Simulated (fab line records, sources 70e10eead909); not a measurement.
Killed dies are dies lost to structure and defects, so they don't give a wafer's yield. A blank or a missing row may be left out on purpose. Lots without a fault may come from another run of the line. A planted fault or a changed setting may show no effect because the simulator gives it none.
Problem report in the 8D (eight disciplines) form, filled by code | flow nand_harc | the parts of the form that need people (team, actions taken, sign-off) are left out

1. THE PROBLEM
killed_dies at NHARC_END_SORT_01 reads a mean of 494 on 5 wafers of 2 lots; wafers without a fault read 32 with a standard deviation of 10. That is +46 standard deviations from the usual mean.
First seen on wafer L832.1, day 23 19:49, on prober-02. The record holds 6 wafers of 2 lots with a number at this step. Rule for "out", or "out of limits": more than 4 standard deviations from the usual mean. The other wafers with a number count as sound.

2. WHAT IT IS AND WHAT IT IS NOT
question                    | is                                     | is not
which readings at this step | killed_dies, killed_at_array           | killed_at_other, killed_at_periphery, killed_open, killed_short
which lots                  | L832, L834                             | -
which wafers of those lots  | L832.1, L832.3, L832.6, L834.3, L834.6 | L834.4
read on which gauges        | prober-02                              | -
when                        | from day 23 19:49                      | up to then (0 sound wafers); but 1 sound wafer of L834 came after

3. SUSPECTS, AND WHAT RULES EACH OUT
Counting: a tool at a process step up to the reading stays a suspect if it ran every lot that is out. Sound lots after the first of them don't rule it out here, since some wafers of a struck lot are sound.
- the gauge at NHARC_END_SORT_01: kept. All the wafers that are out were read on prober-02, and no step on other tools shows them out.
- pecvd-02 at NHARC_A_CONTACT_DEP_29 (deposits SiON, target thk 70 nm): kept. It ran every lot that is out, first L832 (day 20 07:16).
- rie_diel-09 at NHARC_A_BONDPAD_STRIP_15 (strips in O2): kept. It ran every lot that is out and that the record shows at this step, first L834 (day 22 19:47). The record shows only 1 of the 2 lots at this step.
Left after counting: pecvd-02 at NHARC_A_CONTACT_DEP_29, rie_diel-09 at NHARC_A_BONDPAD_STRIP_15, prober-02 at NHARC_END_SORT_01.

4. THE CAUSE (what the simulator had put in)
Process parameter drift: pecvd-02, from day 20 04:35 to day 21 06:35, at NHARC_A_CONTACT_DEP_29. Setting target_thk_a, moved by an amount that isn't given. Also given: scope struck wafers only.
Counting left 3 suspects, and this tool is among them.

5. THE CHAIN OF EFFECTS, in route order
Each row: a reading whose mean over the struck wafers that have a number lies more than 3 standard deviations from the usual. Only readings for which the record gives a usual standard deviation are gone through. hours: the time from each lot's start at the first step in this table that gives one to its start at this step, as a median over the lots. sigmas: the change in usual standard deviations.
hours | step              | reading         | usual | on struck wafers | change | sigmas
0     | NHARC_END_SORT_01 | killed_at_array | 28    | 490              | +462   | +46
0     | NHARC_END_SORT_01 | killed_dies     | 32    | 494              | +462   | +46

6. WHAT WOULD HAVE CAUGHT IT SOONER
In this record the first reading out of limits at a measuring or inspecting step was taken at day 23 19:49, 87 hours after the fault began at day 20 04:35.
Of the tool readings at NHARC_A_CONTACT_DEP_29 for which the record gives a usual standard deviation, none was out on any struck wafer, so an alarm limit of 4 standard deviations on them would not have fired.
All the lots that are out (2) had begun NHARC_A_CONTACT_DEP_29 on pecvd-02 by day 23 19:49. A hold on the tool at that time would have spared none of them.
